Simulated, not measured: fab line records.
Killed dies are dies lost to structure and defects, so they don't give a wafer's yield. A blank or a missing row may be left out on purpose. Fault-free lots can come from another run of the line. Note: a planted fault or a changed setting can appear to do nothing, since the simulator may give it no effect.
fab line records + flow nand_harc
record
- lots=6
- wafers=18
- last_day=32
route steps=1302 shown A_SLIT@925 END@1302
lots with no fault: from the same line, run without faults
start_h: hours from the record's opening day to when the first of the lot's shown wafers began + wait_h: hours elapsed since this lot's preceding step + " repeats the value in the row above + L1.1+2: a row that stands for several wafers + - no value, or no start was given + * or withheld: withheld + < > ~ a bound
route shown NAME@n: names a module that has steps shown in the file, with the first one's number in the route + usual: the fault-free wafers' mean and standard deviation + same: alike in all rows + chamber/n: place in a boat + sites: the reading at each site + _std_site: their standard deviation + _edge_site: the outer-site mean with the inner-site mean subtracted + radius_mm: for every site, how far away it sits from the centre of the wafer + mask NAME#n: copy n + behind: the last tool/chamber to shape the wafer + hold: what put the lot on hold/how long, in hours/how the hold closed + device: transistor that didn't switch, given as n, p or np + end of line: at the end of the route, the tests of the same wafers + for a step that has no rows: nothing shown but its recipe + killed: dies lost to structure and defects at the first sort, not the wafer's yield + map: shows each die of a wafer: x if killed, . if not, _ if none is there
set.NAME: the setting the step ran with; set.NAME@STEP: the setting that earlier step ran with + model.NAME: the simulator's own value behind a step, which no gauge read
a table for each step, a row for each wafer; lots at some steps of the route
services: when a tool's chamber went out of use (start_h, in hours from the record's first day, below 0 if earlier), for how many hours, and the reason
## steps
# step NHARC_A_SLIT_DEHYDRATE_01
# recipe
- temp_c=150
- time_s=120
# step NHARC_A_SLIT_HMDS_02
# recipe
- time_s=30
# step NHARC_A_SLIT_COAT_03
# recipe
- spin_rpm=1500
- resist_thk_nm=90
# step NHARC_A_SLIT_SOFTBAKE_04
# recipe
- temp_c=105
- time_s=55
# step NHARC_A_SLIT_EBR_05
# step NHARC_A_SLIT_EXPOSE_06
# recipe
- na=1.35
- dose_mj=60.82
- mask_id=SLIT
# step NHARC_A_SLIT_PEB_07
# recipe
- peb_temp_c=100
- peb_time_s=65
# step NHARC_A_SLIT_DEVELOP_08
# recipe
- develop_time_s=35
- dev_temp_c=23
# step NHARC_A_SLIT_CD_MEAS_09
# recipe
- target_cd_nm=300
- landing_energy_ev=500
# usual
- cd_nm=299.9/0.47
| lot.wafer | tool      | chamber | start_h | wait_h | cd_nm |
|-----------|-----------|---------|---------|--------|-------|
| L655.4    | cd_sem-01 | 0       | 493.05  | -      | 300.6 |
| L655.5    | "         | 0       | "       | "      | 300.2 |
| L655.6    | "         | 0       | "       | "      | 299.8 |
| L662.2    | cd_sem-03 | 0       | 551.48  | -      | 299.9 |
| L662.3    | "         | 0       | "       | "      | 299.7 |
| L662.6    | "         | 0       | "       | "      | 299.9 |
| L661.1    | cd_sem-01 | 0       | 562.51  | -      | 299.8 |
| L661.4    | "         | 0       | "       | "      | 299.5 |
| L661.5    | "         | 0       | "       | "      | 299.5 |
| L665.1    | cd_sem-01 | 0       | 602.90  | -      | 300.1 |
| L665.3    | "         | 0       | "       | "      | 299.6 |
| L665.6    | "         | 0       | "       | "      | 300.1 |
| L668.1    | cd_sem-01 | 0       | 621.45  | -      | 300.6 |
| L668.5    | "         | 0       | "       | "      | 300.2 |
| L668.6    | "         | 0       | "       | "      | 300.3 |
| L669.1    | cd_sem-01 | 0       | 648.42  | -      | 300.5 |
| L669.5    | "         | 0       | "       | "      | 300.3 |
| L669.6    | "         | 0       | "       | "      | 300.5 |
# step NHARC_A_SLIT_OVL_MEAS_10
# usual
- overlay_x_nm=-0.2/0.8
- overlay_y_nm=0.1/0.67
| lot.wafer | tool       | chamber | start_h | wait_h | overlay_x_nm | overlay_y_nm |
|-----------|------------|---------|---------|--------|--------------|--------------|
| L655.4    | overlay-01 | -       | 493.14  | -      | 0.3          | -0.7         |
| L655.5    | "          | -       | "       | "      | 0.3          | -0.8         |
| L655.6    | "          | -       | "       | "      | 0.7          | -0.6         |
| L662.2    | overlay-01 | -       | 551.57  | -      | -1.6         | -0.7         |
| L662.3    | "          | -       | "       | "      | -1.4         | -0.2         |
| L662.6    | "          | -       | "       | "      | -1.2         | -0.1         |
| L661.1    | overlay-01 | -       | 562.59  | -      | -0.4         | 0.1          |
| L661.4    | "          | -       | "       | "      | 0.3          | -0.2         |
| L661.5    | "          | -       | "       | "      | -0.3         | 0.4          |
| L665.1    | overlay-02 | -       | 602.99  | -      | -0.3         | 0.7          |
| L665.3    | "          | -       | "       | "      | 0.0          | 0.8          |
| L665.6    | "          | -       | "       | "      | 0.2          | 0.6          |
| L668.1    | overlay-01 | -       | 621.54  | -      | -1.6         | 1.0          |
| L668.5    | "          | -       | "       | "      | -1.4         | 0.9          |
| L668.6    | "          | -       | "       | "      | -0.7         | 1.3          |
| L669.1    | overlay-02 | -       | 648.50  | -      | -0.8         | 0.6          |
| L669.5    | "          | -       | "       | "      | -1.0         | -0.2         |
| L669.6    | "          | -       | "       | "      | -1.2         | 0.6          |
# step NHARC_A_SLIT_INSPECT_11
# usual
- raw_defect_count=63/29
| lot.wafer | tool              | chamber | start_h | wait_h | raw_defect_count |
|-----------|-------------------|---------|---------|--------|------------------|
| L655.4    | defect_inspect-02 | -       | 493.17  | 0.0    | 76               |
| L655.5    | "                 | -       | "       | "      | 76               |
| L655.6    | "                 | -       | "       | "      | 75               |
| L662.2    | defect_inspect-01 | -       | 551.60  | 0.0    | 64               |
| L662.3    | "                 | -       | "       | "      | 47               |
| L662.6    | "                 | -       | "       | "      | 39               |
| L661.1    | defect_inspect-02 | -       | 562.63  | 0.0    | 14               |
| L661.4    | "                 | -       | "       | "      | 19               |
| L661.5    | "                 | -       | "       | "      | 16               |
| L665.1    | defect_inspect-02 | -       | 603.03  | 0.0    | 96               |
| L665.3    | "                 | -       | "       | "      | 102              |
| L665.6    | "                 | -       | "       | "      | 95               |
| L668.1    | defect_inspect-02 | -       | 621.58  | 0.0    | 59               |
| L668.5    | "                 | -       | "       | "      | 56               |
| L668.6    | "                 | -       | "       | "      | 67               |
| L669.1    | defect_inspect-02 | -       | 648.54  | 0.0    | 59               |
| L669.5    | "                 | -       | "       | "      | 67               |
| L669.6    | "                 | -       | "       | "      | 70               |
# step NHARC_A_SLIT_DESCUM_14
# recipe
- time_s=3
- o2_flow_sccm=200
- ar_flow_sccm=0
- bias_power_w=0
- chemistry=O2
# usual
- drypump_motor_current_A=5.6/0.46
- oes_product_au=0.999/0.0072
- rf_vpp_V=57.7/0.91
- showerhead_plenum_p_Torr=1.89/0.088
- throttle_valve_pct=11.311/0.0099
# same
- time_s=3
| lot.wafer | tool        | chamber | start_h | wait_h | drypump_motor_current_A | oes_product_au | rf_hours_counter_h | rf_vpp_V | showerhead_plenum_p_Torr | throttle_valve_pct |
|-----------|-------------|---------|---------|--------|-------------------------|----------------|--------------------|----------|--------------------------|--------------------|
| L655.4    | rie_diel-05 | 2       | 493.24  | 0.1    | 5.1                     | 1.004          | 3.7                | 57.5     | 1.85                     | 11.323             |
| L655.5    | "           | 1       | "       | "      | 5.1                     | 1.003          | -                  | 59.0     | 2.04                     | 11.325             |
| L655.6    | "           | 2       | "       | "      | 5.1                     | 0.996          | -                  | 58.0     | 1.85                     | 11.305             |
| L662.2    | rie_diel-12 | 1       | 551.66  | 0.1    | 5.3                     | 0.996          | 6.8                | 57.9     | 1.86                     | 11.311             |
| L662.3    | "           | 2       | "       | "      | 5.8                     | 1.000          | 6.4                | 57.1     | 1.79                     | 11.330             |
| L662.6    | "           | 1       | "       | "      | 5.3                     | 0.994          | -                  | 56.7     | 1.86                     | 11.292             |
| L661.4    | rie_diel-12 | 1       | 562.70  | 0.1    | 5.3                     | 0.998          | 7.9                | 58.9     | 1.86                     | 11.313             |
| L661.1    | "           | 3       | "       | "      | 6.2                     | 1.002          | 6.3                | 57.2     | 1.87                     | 11.309             |
| L661.5    | "           | 1       | "       | "      | 5.3                     | 0.998          | -                  | 57.8     | 1.86                     | 11.309             |
| L665.3    | rie_diel-05 | 0       | 603.10  | 0.1    | 5.5                     | 0.989          | 0.3                | 57.3     | 2.03                     | 11.314             |
| L665.1    | "           | 1       | "       | "      | 5.1                     | 0.999          | 0.3                | 57.6     | 2.04                     | 11.310             |
| L665.6    | "           | 3       | "       | "      | 5.1                     | 0.997          | -                  | 59.2     | 1.83                     | 11.296             |
| L668.1    | rie_diel-12 | 2       | 621.66  | 0.1    | 5.9                     | 1.007          | 10.9               | 56.7     | 1.79                     | 11.318             |
| L668.6    | "           | 3       | "       | "      | 6.2                     | 1.009          | -                  | 56.7     | 1.87                     | 11.312             |
| L668.5    | "           | 0       | "       | "      | 6.0                     | 1.005          | -                  | 56.5     | 1.84                     | 11.311             |
| L669.1    | rie_diel-12 | 1       | 648.63  | 0.1    | 5.3                     | 0.996          | 0.6                | 56.5     | 1.86                     | 11.314             |
| L669.6    | "           | 2       | "       | "      | 5.8                     | 1.003          | -                  | 57.5     | 1.79                     | 11.313             |
| L669.5    | "           | 3       | "       | "      | 6.2                     | 1.005          | -                  | 57.5     | 1.87                     | 11.314             |
# step NHARC_A_SLIT_ETCH_24
# recipe
- target_depth_a=1210
- time_s=60.5
- cf4_flow_sccm=100
- chf3_flow_sccm=30
- ar_flow_sccm=0
- rf_w=500
- bias_w=200
- chemistry=CF4/CHF3
# usual
- drypump_motor_current_A=5.6/0.45
- oes_product_au=0.962/0.015
- rf_vpp_V=370.1/2.3
- showerhead_plenum_p_Torr=1.56/0.068
- throttle_valve_pct=16.803/0.0096
# same
- time_s=60.5
| lot.wafer | tool        | chamber | start_h | wait_h | drypump_motor_current_A | oes_product_au | rf_hours_counter_h | rf_vpp_V | showerhead_plenum_p_Torr | throttle_valve_pct | model.A_SLIT.cd_offset_nm |
|-----------|-------------|---------|---------|--------|-------------------------|----------------|--------------------|----------|--------------------------|--------------------|---------------------------|
| L655.4    | rie_diel-05 | 3       | 493.33  | 0.1    | 5.1                     | 0.953          | 4.3                | 369.3    | 1.51                     | 16.802             | 0.02319                   |
| L655.5    | "           | 0       | "       | "      | 5.5                     | 0.963          | -                  | 373.9    | 1.67                     | 16.795             | -0.1776                   |
| L655.6    | "           | 1       | "       | "      | 5.1                     | 0.945          | -                  | 374.2    | 1.67                     | 16.799             | -0.6654                   |
| L662.2    | rie_diel-12 | 2       | 551.75  | 0.1    | 5.8                     | 0.974          | 6.4                | 367.9    | 1.48                     | 16.792             | -0.8288                   |
| L662.3    | "           | 1       | "       | "      | 5.3                     | 0.860          | 6.8                | 370.6    | 1.53                     | 16.793             | -2.215                    |
| L662.6    | "           | 2       | "       | "      | 5.8                     | 0.957          | -                  | 367.2    | 1.48                     | 16.810             | -0.8119                   |
| L661.4    | rie_diel-12 | 3       | 562.78  | 0.1    | 6.2                     | 0.974          | 6.4                | 371.2    | 1.54                     | 16.795             | -0.8922                   |
| L661.1    | "           | 1       | "       | "      | 5.3                     | 0.846          | 7.9                | 369.4    | 1.53                     | 16.814             | -1.998                    |
| L661.5    | "           | 3       | "       | "      | 6.2                     | 0.976          | -                  | 368.3    | 1.54                     | 16.796             | -0.1997                   |
| L665.3    | rie_diel-05 | 3       | 603.18  | 0.1    | 5.1                     | 0.959          | 0.5                | 368.1    | 1.51                     | 16.793             | -0.5573                   |
| L665.1    | "           | 1       | "       | "      | 5.1                     | 0.967          | 0.3                | 374.6    | 1.67                     | 16.824             | -0.1518                   |
| L665.6    | "           | 2       | "       | "      | 5.1                     | 0.969          | -                  | 369.3    | 1.53                     | 16.832             | -0.2867                   |
| L668.1    | rie_diel-12 | 0       | 621.72  | 0.1    | 6.0                     | 0.925          | 9.7                | 370.1    | 1.52                     | 16.792             | 0.1651                    |
| L668.6    | "           | 0       | "       | "      | 6.0                     | 0.918          | -                  | 369.1    | 1.52                     | 16.780             | -0.465                    |
| L668.5    | "           | 1       | "       | "      | 5.3                     | 0.924          | -                  | 368.6    | 1.53                     | 16.806             | 0.1422                    |
| L669.1    | rie_diel-12 | 0       | 648.69  | 0.1    | 6.0                     | 0.973          | 0.6                | 368.2    | 1.52                     | 16.808             | 0.09736                   |
| L669.5    | "           | 3       | "       | "      | 6.3                     | 0.974          | -                  | 368.9    | 1.54                     | 16.819             | -0.1444                   |
| L669.6    | "           | 0       | "       | "      | 6.0                     | 0.986          | -                  | 369.5    | 1.52                     | 16.793             | 0.2014                    |
# step NHARC_A_SLIT_ETCH_15
# recipe
- target_depth_a=62000
- over_etch_frac=0.3
- time_s=1612
- ion_energy_ev=150
- o2_flow_sccm=400
- cos_flow_sccm=20
- ar_flow_sccm=0
- rf_w=500
- bias_w=300
- chemistry=O2/COS
# usual
- drypump_motor_current_A=5.6/0.45
- oes_product_au=1.000/0.0078
- rf_vpp_V=313.8/2.1
- showerhead_plenum_p_Torr=3.10/0.14
- throttle_valve_pct=28.331/0.0092
# same
- time_s=1612
| lot.wafer | tool        | chamber | start_h | wait_h | drypump_motor_current_A | oes_product_au | rf_hours_counter_h | rf_vpp_V | showerhead_plenum_p_Torr | throttle_valve_pct | model.A_SLIT.cd_offset_nm |
|-----------|-------------|---------|---------|--------|-------------------------|----------------|--------------------|----------|--------------------------|--------------------|---------------------------|
| L655.4    | rie_diel-05 | 0       | -       | -      | 5.5                     | 1.002          | 4.2                | 317.1    | 3.31                     | 28.344             | -0.06011                  |
| L655.5    | "           | 1       | "       | "      | 5.1                     | 0.988          | -                  | 316.2    | 3.32                     | 28.321             | -0.1038                   |
| L655.6    | "           | 2       | "       | "      | 5.1                     | 1.006          | -                  | 311.8    | 3.03                     | 28.333             | -0.8136                   |
| L662.2    | rie_diel-12 | 1       | -       | -      | 5.3                     | 0.996          | 7.0                | 312.1    | 3.04                     | 28.344             | -0.4896                   |
| L662.3    | "           | 0       | "       | "      | 6.1                     | 1.002          | 6.4                | 313.0    | 3.01                     | 28.325             | -1.104                    |
| L662.6    | "           | 2       | "       | "      | 5.8                     | 1.004          | -                  | 312.6    | 2.94                     | 28.341             | -0.2548                   |
| L661.1    | rie_diel-12 | 2       | -       | -      | 5.8                     | 1.005          | 7.8                | 311.9    | 2.93                     | 28.331             | -1.959                    |
| L661.4    | "           | 3       | "       | "      | 6.3                     | 1.005          | 6.6                | 313.7    | 3.06                     | 28.325             | -1.053                    |
| L661.5    | "           | 2       | "       | "      | 5.9                     | 1.004          | -                  | 311.6    | 2.93                     | 28.335             | -0.2266                   |
| L665.1    | rie_diel-05 | 3       | -       | -      | 5.1                     | 0.999          | 0.8                | 312.3    | 2.99                     | 28.345             | -0.3672                   |
| L665.3    | "           | 0       | "       | "      | 5.5                     | 1.004          | 0.5                | 316.1    | 3.31                     | 28.341             | -0.4084                   |
| L665.6    | "           | 3       | "       | "      | 5.2                     | 1.012          | -                  | 312.3    | 2.99                     | 28.323             | -0.4367                   |
| L668.1    | rie_diel-12 | 3       | -       | -      | 6.2                     | 0.998          | 10.4               | 313.1    | 3.06                     | 28.328             | -0.06896                  |
| L668.6    | "           | 2       | "       | "      | 5.8                     | 1.004          | -                  | 311.7    | 2.93                     | 28.344             | -0.339                    |
| L668.5    | "           | 3       | "       | "      | 6.3                     | 1.009          | -                  | 312.9    | 3.06                     | 28.333             | 0.1507                    |
| L669.1    | rie_diel-12 | 2       | -       | -      | 5.9                     | 0.988          | 0.9                | 310.3    | 2.93                     | 28.322             | 0.07166                   |
| L669.6    | "           | 3       | "       | "      | 6.3                     | 1.007          | -                  | 312.9    | 3.06                     | 28.340             | 0.3064                    |
| L669.5    | "           | 0       | "       | "      | 6.1                     | 1.001          | -                  | 313.2    | 3.01                     | 28.329             | 0.06621                   |
# step NHARC_A_SLIT_ETCH_17
# recipe
- bias_v=900
- source_w=withheld
- pressure_mtorr=20
- ar_flow_sccm=375
- c4f8_flow_sccm=83.3
- o2_flow_sccm=41.7
- time_s=4254.5
- target_depth_a=2.03e+05
- chemistry=C4F8/O2/Ar
# usual
- drypump_motor_current_A=5.9/0.34
- showerhead_plenum_p_Torr=3.75/0.17
- throttle_valve_pct=32.045/0.0094
# same
- time_s=4254.5
| lot.wafer | tool        | chamber | start_h | wait_h | drypump_motor_current_A | rf_hours_counter_h | showerhead_plenum_p_Torr | throttle_valve_pct |
|-----------|-------------|---------|---------|--------|-------------------------|--------------------|--------------------------|--------------------|
| L655.4    | har_etch-02 | 1       | 495.70  | -      | 5.7                     | -                  | 3.91                     | 32.063             |
| L655.6    | "           | 1       | 496.91  | -      | 5.7                     | -                  | 3.91                     | 32.058             |
| L655.5    | "           | 0       | "       | "      | 5.5                     | -                  | 3.91                     | 32.052             |
| L662.2    | har_etch-02 | 1       | 553.53  | -      | 5.8                     | 88                 | 3.89                     | 32.056             |
| L662.3    | "           | 0       | "       | "      | 5.5                     | -                  | 3.89                     | 32.047             |
| L662.6    | "           | 0       | 555.35  | -      | 5.5                     | -                  | 3.89                     | 32.063             |
| L661.1    | har_etch-02 | 1       | 563.94  | -      | 5.8                     | 96                 | 3.89                     | 32.049             |
| L661.4    | "           | 0       | 565.75  | -      | 5.5                     | -                  | 3.89                     | 32.041             |
| L661.5    | "           | 1       | "       | "      | 5.8                     | -                  | 3.89                     | 32.045             |
| L665.1    | har_etch-02 | 0       | 604.94  | -      | 5.5                     | 119                | 3.87                     | 32.040             |
| L665.3    | "           | 0       | 606.15  | -      | 5.5                     | -                  | 3.87                     | 32.054             |
| L665.6    | "           | 0       | 607.36  | -      | 5.5                     | -                  | 3.87                     | 32.024             |
| L668.1    | har_etch-02 | 0       | 622.89  | -      | 5.5                     | 122                | 3.87                     | 32.039             |
| L668.6    | "           | 0       | 625.31  | -      | 5.5                     | -                  | 3.87                     | 32.039             |
| L668.5    | "           | 1       | "       | "      | 5.7                     | -                  | 3.87                     | 32.047             |
| L669.1    | har_etch-01 | 1       | 649.85  | -      | 6.1                     | 361                | 3.59                     | 32.051             |
| L669.5    | "           | 1       | 652.30  | -      | 6.1                     | -                  | 3.59                     | 32.050             |
| L669.6    | "           | 0       | "       | "      | 6.5                     | -                  | 3.47                     | 32.042             |
# step NHARC_END_SORT_01
# recipe
- temp_c=25
# usual
- killed_at_array=61/23
- killed_at_other=1.3/1.4
- killed_at_periphery=4.0/2.6
- killed_dies=66/22
- killed_open=3.4/1.8
- killed_short=2.3/1.4
# same
- gross_dies=677
| lot.wafer | tool      | chamber | start_h | wait_h | killed_at_array | killed_at_other | killed_at_periphery | killed_dies | killed_open | killed_short |
|-----------|-----------|---------|---------|--------|-----------------|-----------------|---------------------|-------------|-------------|--------------|
| L655.4    | prober-01 | 0       | 599.32  | 3.4    | 52              | 0               | 2                   | 54          | 0           | 2            |
| L655.5    | prober-01 | 0       | 600.12  | 3.7    | 58              | 1               | 5                   | 64          | 4           | 3            |
| L655.6    | prober-01 | 0       | 600.93  | 4.0    | 50              | 0               | 6                   | 56          | 1           | 1            |
| L662.2    | prober-01 | 0       | 664.55  | 2.8    | 46              | 2               | 5                   | 53          | 4           | 1            |
| L662.3    | prober-01 | 0       | 665.35  | 3.1    | 93              | 0               | 6                   | 99          | 2           | 1            |
| L662.6    | prober-01 | 0       | 667.75  | 4.0    | 38              | 1               | 3                   | 42          | 4           | 2            |
| L661.1    | prober-02 | 0       | 667.63  | 2.5    | 158             | 0               | 1                   | 159         | 10          | 5            |
| L661.4    | prober-02 | 0       | 670.05  | 3.4    | 27              | 2               | 1                   | 30          | 4           | 1            |
| L661.5    | prober-02 | 0       | 670.86  | 3.7    | 20              | 1               | 4                   | 25          | 4           | 0            |
| L668.1    | prober-02 | 0       | 732.76  | 2.5    | 48              | 0               | 7                   | 55          | 0           | 3            |
| L668.5    | prober-02 | 0       | 735.97  | 3.7    | 48              | 0               | 5                   | 53          | 4           | 2            |
| L668.6    | prober-02 | 0       | 736.77  | 4.0    | 49              | 0               | 5                   | 54          | 5           | 3            |
| L669.1    | prober-02 | 0       | 765.01  | 2.5    | 60              | 0               | 9                   | 69          | 1           | 5            |
| L669.5    | prober-02 | 0       | 768.20  | 3.7    | 65              | 0               | 9                   | 74          | 3           | 4            |
| L669.6    | prober-02 | 0       | 769.00  | 4.0    | 69              | 0               | 6                   | 75          | 1           | 3            |
# killed by level:class
L655.4 A_CHANNEL_HOLE_D1:chamber_film_flake=37 A_CHANNEL_HOLE_D2:chamber_film_flake=8 A_CONTACT:chamber_film_flake=2 A_CHANNEL_FILL_D1:geometric_particle:short=1 A_WL_FILL:geometric_particle:short=1 P_STI:chamber_film_flake=1 P_M0:chamber_film_flake=1 A_CHANNEL_FILL_D1:chamber_film_flake=1
L655.5 A_CHANNEL_HOLE_D1:chamber_film_flake=32 A_CHANNEL_HOLE_D2:chamber_film_flake=10 P_ZERO_WELL:chamber_film_flake=3 A_CONTACT:chamber_film_flake=3 A_M1:chamber_film_flake=3 A_CHANNEL_FILL_D1:chamber_film_flake=2 A_WL_FILL:chamber_film_flake=2 A_DECK1_JOINT:geometric_particle:short=1
L655.6 A_CHANNEL_HOLE_D1:chamber_film_flake=32 A_CHANNEL_HOLE_D2:chamber_film_flake=10 A_CONTACT:chamber_film_flake=5 P_STI:chamber_film_flake=4 A_DECK1_JOINT:geometric_particle:short=1 A_WL_FILL:geometric_particle:open=1 P_ZERO_WELL:chamber_film_flake=1 P_GATE:chamber_film_flake=1
L662.2 A_CHANNEL_HOLE_D2:chamber_film_flake=20 A_CHANNEL_HOLE_D1:chamber_film_flake=11 A_BLC:geometric_particle:open=3 A_CONTACT:chamber_film_flake=3 P_M2:chamber_film_flake=2 A_DECK1_JOINT:chamber_film_flake=2 A_SGD_CUT:chamber_film_flake=2 A_SLIT:chamber_film_flake=2
L662.3 A_SLIT:area_etch=51 A_CHANNEL_HOLE_D2:chamber_film_flake=23 A_CHANNEL_HOLE_D1:chamber_film_flake=4 A_WL_FILL:chamber_film_flake=4 P_ZERO_WELL:chamber_film_flake=3 P_M2:chamber_film_flake=2 A_CHANNEL_FILL_D1:chamber_film_flake=2 A_CONTACT:chamber_film_flake=2
L661.1 A_SLIT:area_etch=130 A_CONTACT:chamber_film_flake=6 A_CHANNEL_HOLE_D1:chamber_film_flake=5 A_CHANNEL_FILL_D2:geometric_particle:open=3 A_ONON_D1:geometric_particle:open=2 A_CHANNEL_FILL_D2:geometric_particle:short=2 A_DECK1_JOINT:chamber_film_flake=2 P_CONTACT:geometric_particle:open=1
L662.6 A_CHANNEL_HOLE_D2:chamber_film_flake=17 A_CHANNEL_HOLE_D1:chamber_film_flake=5 A_SGD_CUT:chamber_film_flake=3 A_ONON_D2:geometric_particle:short=2 A_BLC:geometric_particle:open=2 P_ZERO_WELL:chamber_film_flake=2 A_STAIRCASE:chamber_film_flake=2 A_CONTACT:chamber_film_flake=2
L661.4 A_CONTACT:chamber_film_flake=8 A_CHANNEL_HOLE_D1:chamber_film_flake=7 A_STAIRCASE:chamber_film_flake=3 A_CHANNEL_HOLE_D2:chamber_film_flake=2 A_SLIT:chamber_film_flake=2 THIN_TSV:chamber_film_flake=2 P_STI:geometric_particle:open=1 A_ONON_D1:geometric_particle:open=1
L661.5 A_CHANNEL_HOLE_D1:chamber_film_flake=8 A_CONTACT:chamber_film_flake=6 P_ZERO_WELL:chamber_film_flake=2 A_DECK1_JOINT:geometric_particle:open=1 A_SGD_CUT:geometric_particle:open=1 A_BLC:geometric_particle:open=1 A_M0:geometric_particle:open=1 P_GATE:chamber_film_flake=1
L668.1 A_CHANNEL_HOLE_D2:chamber_film_flake=18 A_CHANNEL_HOLE_D1:chamber_film_flake=10 P_GATE:chamber_film_flake=6 A_STAIRCASE:chamber_film_flake=6 A_SLIT:chamber_film_flake=4 A_CONTACT:chamber_film_flake=3 A_CHANNEL_FILL_D2:chamber_film_flake=2 A_WL_FILL:chamber_film_flake=2
L668.5 A_CHANNEL_HOLE_D2:chamber_film_flake=24 A_STAIRCASE:chamber_film_flake=9 A_CHANNEL_HOLE_D1:chamber_film_flake=6 A_CONTACT:chamber_film_flake=3 P_STI:geometric_particle:open=1 P_GATE:geometric_particle:short=1 A_CHANNEL_HOLE_D1:geometric_particle:open=1 A_WL_FILL:geometric_particle:short=1
L668.6 A_CHANNEL_HOLE_D2:chamber_film_flake=27 A_CHANNEL_HOLE_D1:chamber_film_flake=7 A_STAIRCASE:chamber_film_flake=3 A_CONTACT:chamber_film_flake=3 A_SLIT:chamber_film_flake=2 P_GATE:geometric_particle:open=1 P_CONTACT:geometric_particle:open=1 A_CHANNEL_HOLE_D1:geometric_particle:short=1
L669.1 A_SLIT:chamber_film_flake=23 A_CHANNEL_HOLE_D2:chamber_film_flake=18 A_CHANNEL_HOLE_D1:chamber_film_flake=9 P_CONTACT:chamber_film_flake=5 A_CONTACT:chamber_film_flake=3 A_ONON_D2:geometric_particle:short=2 P_STI:chamber_film_flake=2 A_CHANNEL_FILL_D1:chamber_film_flake=2
L669.5 A_SLIT:chamber_film_flake=25 A_CHANNEL_HOLE_D2:chamber_film_flake=20 A_CHANNEL_HOLE_D1:chamber_film_flake=9 P_CONTACT:chamber_film_flake=4 P_GATE:chamber_film_flake=2 A_ZERO_WELL:chamber_film_flake=2 A_CONTACT:chamber_film_flake=2 P_CONTACT:geometric_particle:open=1
L669.6 A_SLIT:chamber_film_flake=26 A_CHANNEL_HOLE_D2:chamber_film_flake=25 A_CHANNEL_HOLE_D1:chamber_film_flake=9 P_CONTACT:chamber_film_flake=4 A_CONTACT:chamber_film_flake=3 A_ONON_D2:geometric_particle:short=2 P_CONTACT:geometric_particle:short=1 A_DECK1_JOINT:geometric_particle:open=1
# map L661.1 (x killed, . not)
____________.____________
_________......._________
_______......x.x.._______
______.............______
_____.......x......._____
____.......x......x..____
____x..........x.....____
___..x................___
___.........x....x....___
__...x.....x.....x.....__
__........xxx.x.......x__
_....xx....xxx.........._
_....xx...x..x.xxx......_
_.......x..x...xx......._
_....xx..xx...x..x......_
_.....xxx.xxxxx..xx....._
xxx..x..xx.xxx.x.........
.......xxx....x.x........
...x..xxx.xxx.xxx........
......x.x.xx.x.xx........
...x.xxxx.x.x..x..xx..x..
_......x.xxx..x.x......._
_.....x.x..x.xxxxx......_
_........xxxxxx.x......._
_.x...x.xxxxxx.x.xxx.x.._
_.........xxx..xxx......_
__x.x....x..xxxx.......__
__x....x.x.....x.......__
___..xxxx.............___
___...................___
____.....xx.x.xx..x..____
____...x.............____
_____....xx........._____
______.............______
_______.x........._______
_________..x...._________
____________.____________
# map L662.3 (x killed, . not)
____________.____________
_________..x..x._________
_______....xx....._______
______.......x.....______
_____x.....x..xx...._____
____.......xx..x.....____
____x......xx...x....____
___x.....x.x.........x___
___...x....xxx.x..x...___
__x..x...x..xx.x.......__
__x.x.......x.x........__
_.x.......x...........xx_
_x................x....._
_x......................_
_xx.x.x...x..x.....x...._
_x......................_
.............x...........
.........................
.x..x..........x.........
x.....x..................
.........................
_..xx.............x....._
_..x.x...x.........x.x.._
_......x.xx..x.........._
_x...................x.._
_.....x....x............_
__.xx...x..........x...__
__x....x.......x......x__
___.xx..x..xx.........___
___...................___
____.x.x.....x......x____
____......x..x.......____
_____...x..........._____
______xx...........______
_______.......x..._______
_________.xx...x_________
____________.____________
## services
| tool        | chamber | start_h | hours | kind   |
|-------------|---------|---------|-------|--------|
| rie_diel-05 | 2       | 470.16  | 2.5   | repair |
| rie_diel-05 | 0       | 476.92  | 8.5   | repair |
| rie_diel-12 | 0       | 479.02  | -     | clean  |
| rie_diel-12 | 1       | 479.02  | -     | clean  |
| rie_diel-12 | 2       | 479.02  | -     | clean  |
| rie_diel-12 | 3       | 479.02  | -     | clean  |
| rie_diel-12 | -       | 480.03  | 0.7   | repair |
| rie_diel-12 | 0       | 503.52  | -     | clean  |
| rie_diel-12 | 1       | 503.52  | -     | clean  |
| rie_diel-12 | 2       | 503.52  | -     | clean  |
| rie_diel-12 | 3       | 503.52  | -     | clean  |
| rie_diel-05 | 3       | 516.35  | 4.9   | repair |
| rie_diel-12 | 0       | 528.02  | -     | clean  |
| rie_diel-12 | 1       | 528.02  | -     | clean  |
| rie_diel-12 | 2       | 528.02  | -     | clean  |
| rie_diel-12 | 3       | 528.02  | -     | clean  |
| rie_diel-12 | 3       | 538.14  | 9.4   | repair |
| rie_diel-05 | 1       | 538.83  | 18.6  | repair |
| rie_diel-05 | 2       | 559.77  | 6.7   | repair |
| rie_diel-12 | 2       | 569.46  | 6.0   | repair |
| rie_diel-05 | -       | 583.60  | 9.0   | pm     |
| rie_diel-05 | 0       | 610.26  | 1.6   | repair |
| rie_diel-12 | -       | 622.52  | 9.0   | pm     |
| rie_diel-05 | 3       | 625.45  | 7.4   | repair |
## key
first_sign
- step=NHARC_A_SLIT_ETCH_24
- reading=oes_product_au
- direction=down
- sigmas=7.2
- usual=0.962
- struck=0.853
effect
- step=NHARC_END_SORT_01
- reading=killed_at_array
- direction=up
- sigmas=2.9
- usual=61
- struck=126
model_effect
- step=NHARC_A_SLIT_ETCH_24
- value=A_SLIT.cd_offset_nm
- without=-0.9717
- struck=-2.106
model_effect
- step=NHARC_A_SLIT_ETCH_15
- value=A_SLIT.cd_offset_nm
- without=-0.397
- struck=-1.532
more_kills_born_at
- NHARC_A_SLIT_ETCH_24@rie_diel-12=181
met_at NHARC_A_SLIT_ETCH_24
struck_wafers L661.1,L662.3
tester_left_out L661,L662
fault
- kind=process_parameter_drift
- tool=rie_diel-12
- chamber=1
- onset_h=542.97
- steps=NHARC_A_SLIT_ETCH_24
- channel=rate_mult
- offset=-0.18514
- shape=step
- end_h=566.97
# tester_left_out: of these lots the tester's yield and bins aren't shown, on N5 and GAA mostly nor the transistor test; their killed dies are dies lost to structure and defects alone, not to doping, threshold or leakage, so they don't give the yield
